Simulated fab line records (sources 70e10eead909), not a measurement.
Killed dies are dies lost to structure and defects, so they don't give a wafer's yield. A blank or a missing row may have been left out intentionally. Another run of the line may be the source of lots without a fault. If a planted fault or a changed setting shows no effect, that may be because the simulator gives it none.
Which tool is to blame? -- flow nand-harc -- 12 lots, 35 wafers sampled, at 5 steps of a route of 1302

WHAT THE GAUGES READ, wafer by wafer
NHARC_END_SORT_01. Usual: killed-at-array 59, standard deviation 16; killed-at-other 0.8, standard deviation 1.1; killed-at-periphery 3.6, standard deviation 2.4; killed-dies 64, standard deviation 16; killed-open 3.4, standard deviation 1.8; killed-short 2.5, standard deviation 1.6.
lot,measured,on,killed-at-array,killed-at-other,killed-at-periphery,killed-dies,killed-open,killed-short,flag
L776,day 24 12:20,prober-01,86 101 78,0 0 0,6 5 4,92 106 82,5 3 4,6 2 2,
L777,day 25 04:42,prober-01,50 80 92,2 0 0,3 3 2,55 83 94,1 4 6,3 7 3,
L782,day 26 13:33,prober-01,70 71 83,0 0 0,4 8 4,74 79 87,5 9 2,1 2 1,
L788,day 29 18:07,prober-01,21 37 39,0 1 0,2 2 5,23 40 44,1 4 2,1 1 5,
L792,day 31 14:32,prober-01,73 60,0 0,4 2,77 62,5 3,3 4,
L795,day 32 09:23,prober-01,72 56 51,0 0 0,4 2 4,76 58 55,4 0 2,1 1 3,
L798,day 33 11:26,prober-01,78 68 64,0 0 0,1 3 3,79 71 67,6 2 5,1 2 3,

WHICH TOOL RAN EACH LOT (tool, then ch and the chambers of the sampled wafers, then the start)
lot,NHARC_A_SLIT_ETCH_29,NHARC_A_WL_FILL_ALD_00,NHARC_A_WL_FILL_ALD_10,NHARC_A_WL_FILL_ETCHBACK_17
L776,"rie-diel-07 ch 0,3, day 20 00:12","ald-hk-04 ch 2,3, day 20 06:46","ald-hk-04 ch 1,2, day 20 14:22","rie-metal-02 ch 0,1, day 20 22:17"
L778,"rie-diel-04 ch 1,2,3, day 20 17:22","ald-hk-04 ch 0,1,3, day 21 00:41","ald-hk-04 ch 1,3, day 21 08:09","rie-metal-02 ch 1, day 21 16:05"
L777,"rie-diel-12 ch 0,3, day 20 19:42","ald-hk-03 ch 0,1, day 21 03:31","ald-hk-03 ch 0,2,3, day 21 08:40","rie-metal-01 ch 0,1, day 21 13:01"
L780,"rie-diel-04 ch 0,2,3, day 21 12:50","ald-hk-03 ch 0,2, day 21 20:01","ald-hk-04 ch 0,1,3, day 22 04:19","rie-metal-01 ch 0,1, day 22 08:07"
L781,"rie-diel-07 ch 1,2,3, day 22 06:50","ald-hk-04 ch 0,1,2, day 22 14:40","ald-hk-02 ch 1,2,3, day 22 22:05","rie-metal-02 ch 1, day 23 02:22"
L782,"rie-diel-12 ch 0,2,3, day 22 07:20","ald-hk-04 ch 2,3, day 22 14:30","ald-hk-03 ch 2,3, day 22 21:34","rie-metal-01 ch 0,1, day 23 02:25"
L785,"rie-diel-12 ch 0,2,3, day 24 12:48","ald-hk-04 ch 0,1,2, day 24 20:08","ald-hk-04 ch 0,2,3, day 25 08:02","rie-metal-01 ch 0,1, day 25 12:56"
L788,"rie-diel-12 ch 2,3, day 24 16:37","ald-hk-03 ch 0,1,2, day 24 23:54","ald-hk-02 ch 2,3, day 25 11:08","rie-metal-03 ch 0,1, day 25 15:59"
L792,"rie-diel-07 ch 1,3, day 27 07:01","ald-hk-03 ch 1,2, day 27 13:45","ald-hk-04 ch 1,3, day 27 20:25","rie-metal-01 ch 0, day 28 01:14"
L795,"rie-diel-04 ch 0,2,3, day 27 23:02","ald-hk-02 ch 0,1,2, day 28 06:18","ald-hk-04 ch 0,2,3, day 28 14:28","rie-metal-01 ch 0,1, day 28 21:26"
L798,"rie-diel-04 ch 0,2,3, day 29 02:53","ald-hk-03 ch 1,2,3, day 29 10:05","ald-hk-02 ch 0,1, day 29 19:02","rie-metal-03 ch 0,1, day 29 23:53"
L799,"rie-diel-12 ch 0,2, day 29 17:01","ald-hk-02 ch 0,2,3, day 30 00:35","ald-hk-04 ch 0,2, day 30 09:01","rie-metal-03 ch 0,1, day 30 13:23"
- NHARC_A_SLIT_ETCH_29: etches the open film in CF4/O2, target depth 100 nm, overetch 10 nm, time 55 s.
- NHARC_A_WL_FILL_ALD_00: deposits Al2O3, target thk 3 nm, pulse time 3 s, ald cycles 30.
- NHARC_A_WL_FILL_ALD_10: deposits SiO2, target thk 50 nm, pulse time 10 s, ald cycles 500.
- NHARC_A_WL_FILL_ETCHBACK_17: etches the open film in Cl2/BCl3, target depth 4 nm, time 26.7 s.

WHAT THE TOOLS THEMSELVES READ (means of the sampled wafers that have a number; where no wafer has one, the mark that the record gives instead)
NHARC_A_SLIT_ETCH_29. Usual: bias-w 100.0 W, standard deviation 0.32; drypump-motor-current-A 5.6 A, standard deviation 0.35; o2-flow-sccm 19.99 sccm, standard deviation 0.051; oes_ar_750_au 1.000 a.u., standard deviation 0.0043; oes-product-au 1.001 a.u., standard deviation 0.01; rf-vpp-V 197.5 V, standard deviation 1.3; showerhead-plenum-p-Torr 1.32 Torr, standard deviation 0.056; throttle-valve-pct 13.398 %, standard deviation 0.0096.
lot,tool,bias-w (W),drypump-motor-current-A (A),o2-flow-sccm (sccm),oes_ar_750_au (a.u.),oes-product-au (a.u.),rf-vpp-V (V),showerhead-plenum-p-Torr (Torr),throttle-valve-pct (%),flag
L776,rie-diel-07,100.1,5.8,20.01,1.003,0.995,196.6,1.24,13.397,
L778,rie-diel-04,100.1,5.6,19.99,1.000,1.013,198.4,1.36,13.392,
L777,rie-diel-12,100.2,5.0,20.00,1.001,1.005,198.0,1.34,13.397,
L780,rie-diel-04,99.9,5.8,20.04,0.998,1.003,198.1,1.37,13.402,
L781,rie-diel-07,99.9,5.6,20.02,1.002,0.988,197.2,1.32,13.398,
L782,rie-diel-12,100.1,5.3,19.96,0.997,1.002,197.4,1.31,13.399,
L785,rie-diel-12,99.8,5.2,19.96,0.998,1.000,198.0,1.31,13.399,
L788,rie-diel-12,100.0,5.6,19.97,0.999,1.002,196.6,1.28,13.392,
L792,rie-diel-07,99.5,5.5,19.95,0.999,0.986,196.4,1.29,13.409,
L795,rie-diel-04,100.0,5.7,19.95,0.999,1.013,198.5,1.36,13.388,
L798,rie-diel-04,100.0,5.7,20.00,1.000,1.005,198.8,1.36,13.405,
L799,rie-diel-12,100.2,5.3,20.00,0.994,1.008,197.0,1.29,13.402,

NHARC_A_WL_FILL_ALD_00. Usual: heater-power-w 465 W, standard deviation 44; precursor-pulse-height-rel 1.000, standard deviation 0.02.
lot,tool,heater-power-w (W),precursor-pulse-height-rel,flag
L776,ald-hk-04,443,0.979,
L778,ald-hk-04,515,0.982,
L777,ald-hk-03,460,1.014,
L780,ald-hk-03,457,0.980,
L781,ald-hk-04,476,1.015,
L782,ald-hk-04,453,0.996,
L785,ald-hk-04,478,1.003,
L788,ald-hk-03,437,1.013,
L792,ald-hk-03,425,1.006,
L795,ald-hk-02,453,1.005,
L798,ald-hk-03,446,0.988,
L799,ald-hk-02,457,1.029,

NHARC_A_WL_FILL_ALD_10. Usual: heater-power-w 461 W, standard deviation 44; precursor-pulse-height-rel 0.997, standard deviation 0.019.
lot,tool,heater-power-w (W),precursor-pulse-height-rel,flag
L776,ald-hk-04,435,0.975,
L778,ald-hk-04,515,0.995,
L777,ald-hk-03,448,1.002,
L780,ald-hk-04,513,1.008,
L781,ald-hk-02,462,0.992,
L782,ald-hk-03,446,1.000,
L785,ald-hk-04,490,0.991,
L788,ald-hk-02,468,0.988,
L792,ald-hk-04,498,1.002,
L795,ald-hk-04,482,0.976,
L798,ald-hk-02,419,0.985,
L799,ald-hk-04,490,0.984,

NHARC_A_WL_FILL_ETCHBACK_17. Usual: drypump-motor-current-A 5.4 A, standard deviation 0.45; he-backside-leak-sccm 3.44 sccm, standard deviation 0.21; oes-product-au 1.000 a.u., standard deviation 0.0082; run-length-s 48.2 s, standard deviation 0.38.
lot,tool,drypump-motor-current-A (A),he-backside-leak-sccm (sccm),oes-product-au (a.u.),run-length-s (s),flag
L776,rie-metal-02,5.7,3.28,0.998,48.0,
L778,rie-metal-02,5.2,3.37,1.003,47.3,
L777,rie-metal-01,5.1,3.70,0.999,48.4,
L780,rie-metal-01,5.2,3.56,0.999,48.3,
L781,rie-metal-02,5.2,3.19,1.002,47.6,
L782,rie-metal-01,5.2,3.64,1.011,48.3,
L785,rie-metal-01,5.1,3.55,1.008,48.3,
L788,rie-metal-03,6.1,3.58,0.996,48.9,
L792,rie-metal-01,5.2,3.59,1.006,44.7,OFF
L795,rie-metal-01,5.2,3.64,1.000,45.7,OFF
L798,rie-metal-03,6.1,3.49,0.999,48.7,
L799,rie-metal-03,6.1,3.30,0.989,48.6,

THE ANSWER, worked out from the rows above alone
Rule: lot off if the mean of its wafers having a number is beyond 3 standard deviations from the usual mean. Also off: a lot with no number at a reading for which 4 or more lots have one. The other lots that the step has rows for count as sound. First the gauges in route order, then the tools' own readings, where a lot's mean is used as printed above. The first step at which some lot is off is used, and at that step the reading that is off furthest; a lot without a number counts as furthest.
Off, at NHARC_A_WL_FILL_ETCHBACK_17 on run-length-s: L792, L795.
If a tool, at that step or one of the process steps before it, ran each lot that is off and ran no sound lot following the first of them, it fits. One candidate fits, namely rie-metal-01 at NHARC_A_WL_FILL_ETCHBACK_17. A fault onset in the window from L785 (day 25 12:56, its last sound lot) to L792 (day 28 01:14, its first lot off) fits.
The tool's own readings at NHARC_A_WL_FILL_ETCHBACK_17 bear it out: on the lots that are off they differ by more than 5 times the standard deviation of the sound lots' means. run-length-s reads 45.2 s there against 48.2 s on the sound lots.

WHAT HAD BEEN PUT IN BY THE SIMULATOR
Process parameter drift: rie-metal-01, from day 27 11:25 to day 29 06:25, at NHARC_A_WL_FILL_ETCHBACK_17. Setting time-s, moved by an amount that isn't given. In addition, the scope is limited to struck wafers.
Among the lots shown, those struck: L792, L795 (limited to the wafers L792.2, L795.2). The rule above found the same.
